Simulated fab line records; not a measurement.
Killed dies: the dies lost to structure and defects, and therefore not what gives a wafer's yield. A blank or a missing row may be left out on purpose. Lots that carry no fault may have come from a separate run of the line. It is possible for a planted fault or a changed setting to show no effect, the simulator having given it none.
The tool behind it: which one? / flow n5-finfet / 9 lots (25 wafers sampled), 1 step of a 1938-step route

## WHAT THE GAUGES SHOWED, per wafer
N5_BEOL_M1_OVL_MEAS_29.
lot=L932; measured=day 5 23:29; on=overlay-01; V0_OVL (nm)=0.5 1.0
lot=L934; measured=day 6 11:31; on=overlay-01; V0_OVL (nm)=0.5 0.5 0.3
lot=L935; measured=day 6 19:44; on=overlay-02; V0_OVL (nm)=1.0 0.7
lot=L936; measured=day 7 07:22; on=overlay-02; V0_OVL (nm)=1.1 0.5 0.7
lot=L939; measured=day 8 01:28; on=overlay-02; V0_OVL (nm)=1.1 1.3 2.0
lot=L944; measured=day 9 03:53; on=overlay-02; V0_OVL (nm)=2.2 0.5 1.2
lot=L949; measured=day 10 09:55; on=overlay-02; V0_OVL (nm)=-0.1 0.6 0.9
lot=L950; measured=day 10 22:25; on=overlay-01; V0_OVL (nm)=0.2 -0.6 -0.4
lot=L953; measured=day 11 11:25; on=overlay-02; V0_OVL (nm)=1.7 0.6 -0.1

## WHICH TOOL RAN EACH LOT (tool, then ch and the chambers of the sampled wafers, then the start)
The record holds no process step before these readings.

## THE ANSWER, worked out from the rows above alone
Rule: the usual values come from the lots themselves. The widest of any qualifying gaps counts: lots, ordered by their means at a reading, are off when they make up no more than a third of the lots, leave a main group of 4 or more, and stand apart from it by 3 or more times the standard deviation of that group's means. The tables above print the reading to a certain number of digits; a main group whose means all agree to those digits is not used. A lot without any number at a reading at which 4 lots or more have one is off too. Where the step has rows for the other lots, those lots are counted as sound.
Nothing can be told from this: no lot is off at any reading shown.

## WHAT THE SIMULATOR HAD PUT IN
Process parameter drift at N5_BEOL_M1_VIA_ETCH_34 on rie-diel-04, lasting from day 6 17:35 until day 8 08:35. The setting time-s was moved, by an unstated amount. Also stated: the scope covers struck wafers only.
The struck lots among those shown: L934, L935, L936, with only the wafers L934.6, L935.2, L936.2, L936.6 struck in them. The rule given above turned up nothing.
